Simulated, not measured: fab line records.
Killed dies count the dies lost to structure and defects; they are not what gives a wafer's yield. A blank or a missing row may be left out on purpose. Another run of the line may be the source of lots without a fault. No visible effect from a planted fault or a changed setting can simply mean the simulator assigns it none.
Matching of chambers || flow n5-finfet || 4 sister chambers for N5_BEOL_M8_ETCH_62 on rie-diel-02
The step etches SOC in N2/H2, target depth 110 nm, overetch 22 nm, time 165 s. 27 wafers are shown with their chamber, then 12 later ones without.

## WAFERS WITH THEIR CHAMBER
{"wafer": "L077.1", "chamber": 2, "showerhead-plenum-p-Torr (Torr)": 2.51, "drypump-motor-current-A (A)": 5.41, "throttle-valve-pct (%)": 17.8}
{"wafer": "L077.2", "chamber": 3, "showerhead-plenum-p-Torr (Torr)": 2.50, "drypump-motor-current-A (A)": 5.57, "throttle-valve-pct (%)": 18.3}
{"wafer": "L077.3", "chamber": 0, "showerhead-plenum-p-Torr (Torr)": 2.50, "drypump-motor-current-A (A)": 5.63, "throttle-valve-pct (%)": 17.7}
{"wafer": "L083.1", "chamber": 0, "showerhead-plenum-p-Torr (Torr)": 2.49, "drypump-motor-current-A (A)": 5.66, "throttle-valve-pct (%)": 17.8}
{"wafer": "L083.2", "chamber": 1, "showerhead-plenum-p-Torr (Torr)": 2.61, "drypump-motor-current-A (A)": 5.87, "throttle-valve-pct (%)": 18.2}
{"wafer": "L083.6", "chamber": 1, "showerhead-plenum-p-Torr (Torr)": 2.61, "drypump-motor-current-A (A)": 5.88, "throttle-valve-pct (%)": 18.2}
{"wafer": "L088.1", "chamber": 2, "showerhead-plenum-p-Torr (Torr)": 2.50, "drypump-motor-current-A (A)": 5.43, "throttle-valve-pct (%)": 17.4}
{"wafer": "L088.2", "chamber": 1, "showerhead-plenum-p-Torr (Torr)": 2.61, "drypump-motor-current-A (A)": 5.88, "throttle-valve-pct (%)": 18.2}
{"wafer": "L088.3", "chamber": 3, "showerhead-plenum-p-Torr (Torr)": 2.49, "drypump-motor-current-A (A)": 5.58, "throttle-valve-pct (%)": 18.3}
{"wafer": "L088.4", "chamber": 1, "showerhead-plenum-p-Torr (Torr)": 2.61, "drypump-motor-current-A (A)": 5.89, "throttle-valve-pct (%)": 18.2}
{"wafer": "L088.5", "chamber": 3, "showerhead-plenum-p-Torr (Torr)": 2.49, "drypump-motor-current-A (A)": 5.56, "throttle-valve-pct (%)": 18.3}
{"wafer": "L088.6", "chamber": 2, "showerhead-plenum-p-Torr (Torr)": 2.50, "drypump-motor-current-A (A)": 5.42, "throttle-valve-pct (%)": 17.4}
{"wafer": "L087.3", "chamber": 3, "showerhead-plenum-p-Torr (Torr)": 2.49, "drypump-motor-current-A (A)": 5.58, "throttle-valve-pct (%)": 18.3}
{"wafer": "L087.4", "chamber": 2, "showerhead-plenum-p-Torr (Torr)": 2.50, "drypump-motor-current-A (A)": 5.37, "throttle-valve-pct (%)": 17.4}
{"wafer": "L087.5", "chamber": 3, "showerhead-plenum-p-Torr (Torr)": 2.49, "drypump-motor-current-A (A)": 5.58, "throttle-valve-pct (%)": 18.3}
{"wafer": "L092.1", "chamber": 1, "showerhead-plenum-p-Torr (Torr)": 2.60, "drypump-motor-current-A (A)": 5.88, "throttle-valve-pct (%)": 18.2}
{"wafer": "L092.2", "chamber": 2, "showerhead-plenum-p-Torr (Torr)": 2.50, "drypump-motor-current-A (A)": 5.37, "throttle-valve-pct (%)": 17.4}
{"wafer": "L092.5", "chamber": 2, "showerhead-plenum-p-Torr (Torr)": 2.50, "drypump-motor-current-A (A)": 5.39, "throttle-valve-pct (%)": 17.4}
{"wafer": "L094.1", "chamber": 2, "showerhead-plenum-p-Torr (Torr)": 2.50, "drypump-motor-current-A (A)": 5.39, "throttle-valve-pct (%)": 17.4}
{"wafer": "L094.2", "chamber": 3, "showerhead-plenum-p-Torr (Torr)": 2.49, "drypump-motor-current-A (A)": 5.58, "throttle-valve-pct (%)": 18.3}
{"wafer": "L094.3", "chamber": 0, "showerhead-plenum-p-Torr (Torr)": 2.49, "drypump-motor-current-A (A)": 5.59, "throttle-valve-pct (%)": 17.4}
{"wafer": "L094.4", "chamber": 3, "showerhead-plenum-p-Torr (Torr)": 2.49, "drypump-motor-current-A (A)": 5.60, "throttle-valve-pct (%)": 18.3}
{"wafer": "L094.5", "chamber": 0, "showerhead-plenum-p-Torr (Torr)": 2.49, "drypump-motor-current-A (A)": 5.62, "throttle-valve-pct (%)": 17.4}
{"wafer": "L094.6", "chamber": 2, "showerhead-plenum-p-Torr (Torr)": 2.50, "drypump-motor-current-A (A)": 5.36, "throttle-valve-pct (%)": 17.4}
{"wafer": "L093.1", "chamber": 0, "showerhead-plenum-p-Torr (Torr)": 2.49, "drypump-motor-current-A (A)": 5.67, "throttle-valve-pct (%)": 17.4}
{"wafer": "L093.2", "chamber": 2, "showerhead-plenum-p-Torr (Torr)": 2.50, "drypump-motor-current-A (A)": 5.41, "throttle-valve-pct (%)": 17.4}
{"wafer": "L093.5", "chamber": 3, "showerhead-plenum-p-Torr (Torr)": 2.49, "drypump-motor-current-A (A)": 5.56, "throttle-valve-pct (%)": 18.4}

SIGNATURES (means of the wafers above)
{"reading": "showerhead-plenum-p-Torr", "chamber 0": 2.4920, "chamber 1": 2.6080, "chamber 2": 2.5011, "chamber 3": 2.4912, "scatter within a chamber": 0.00382}
{"reading": "drypump-motor-current-A", "chamber 0": 5.6340, "chamber 1": 5.8800, "chamber 2": 5.3944, "chamber 3": 5.5762, "scatter within a chamber": 0.0212}
{"reading": "throttle-valve-pct", "chamber 0": 17.540, "chamber 1": 18.200, "chamber 2": 17.444, "chamber 3": 18.312, "scatter within a chamber": 0.115}
Rule: distance of a wafer from a chamber = root of the sum over the readings of ((wafer's reading minus chamber's mean) / reading's scatter) squared. If the next closest chamber is less than 2 further off than the closest, the wafer can't be placed; otherwise it belongs to the closest. How the scatter is found: for the shown wafers, subtract from each reading the mean of its chamber, square and add these, divide the total by (wafers less chambers), then take the root.

## WAFERS MISSING THEIR CHAMBER
{"wafer": "L095.1", "showerhead-plenum-p-Torr (Torr)": 2.49, "drypump-motor-current-A (A)": 5.59, "throttle-valve-pct (%)": 17.4}
{"wafer": "L095.2", "showerhead-plenum-p-Torr (Torr)": 2.50, "drypump-motor-current-A (A)": 5.44, "throttle-valve-pct (%)": 17.4}
{"wafer": "L095.3", "showerhead-plenum-p-Torr (Torr)": 2.49, "drypump-motor-current-A (A)": 5.58, "throttle-valve-pct (%)": 17.4}
{"wafer": "L095.4", "showerhead-plenum-p-Torr (Torr)": 2.50, "drypump-motor-current-A (A)": 5.40, "throttle-valve-pct (%)": 17.4}
{"wafer": "L095.5", "showerhead-plenum-p-Torr (Torr)": 2.49, "drypump-motor-current-A (A)": 5.61, "throttle-valve-pct (%)": 17.4}
{"wafer": "L095.6", "showerhead-plenum-p-Torr (Torr)": 2.50, "drypump-motor-current-A (A)": 5.41, "throttle-valve-pct (%)": 17.4}
{"wafer": "L096.1", "showerhead-plenum-p-Torr (Torr)": 2.49, "drypump-motor-current-A (A)": 5.41, "throttle-valve-pct (%)": 17.5}
{"wafer": "L096.2", "showerhead-plenum-p-Torr (Torr)": 2.60, "drypump-motor-current-A (A)": 5.86, "throttle-valve-pct (%)": 17.8}
{"wafer": "L096.3", "showerhead-plenum-p-Torr (Torr)": 2.49, "drypump-motor-current-A (A)": 5.68, "throttle-valve-pct (%)": 17.4}
{"wafer": "L096.4", "showerhead-plenum-p-Torr (Torr)": 2.49, "drypump-motor-current-A (A)": 5.43, "throttle-valve-pct (%)": 17.5}
{"wafer": "L096.5", "showerhead-plenum-p-Torr (Torr)": 2.60, "drypump-motor-current-A (A)": 5.88, "throttle-valve-pct (%)": 17.8}
{"wafer": "L096.6", "showerhead-plenum-p-Torr (Torr)": 2.48, "drypump-motor-current-A (A)": 5.68, "throttle-valve-pct (%)": 17.4}

## CHAMBER TAKEN BY EACH
{"wafer": "L095.1", "from the rows above": 0, "in truth": 0}
{"wafer": "L095.2", "from the rows above": 2, "in truth": 2}
{"wafer": "L095.3", "from the rows above": 0, "in truth": 0}
{"wafer": "L095.4", "from the rows above": 2, "in truth": 2}
{"wafer": "L095.5", "from the rows above": 0, "in truth": 0}
{"wafer": "L095.6", "from the rows above": 2, "in truth": 2}
{"wafer": "L096.1", "from the rows above": 2, "in truth": 2}
{"wafer": "L096.2", "from the rows above": 1, "in truth": 1}
{"wafer": "L096.3", "from the rows above": 0, "in truth": 0}
{"wafer": "L096.4", "from the rows above": 2, "in truth": 2}
{"wafer": "L096.5", "from the rows above": 1, "in truth": 1}
{"wafer": "L096.6", "from the rows above": 0, "in truth": 0}
12 of 12 placed correctly. Left unplaced by these rows: 0. 0 placed wrongly.
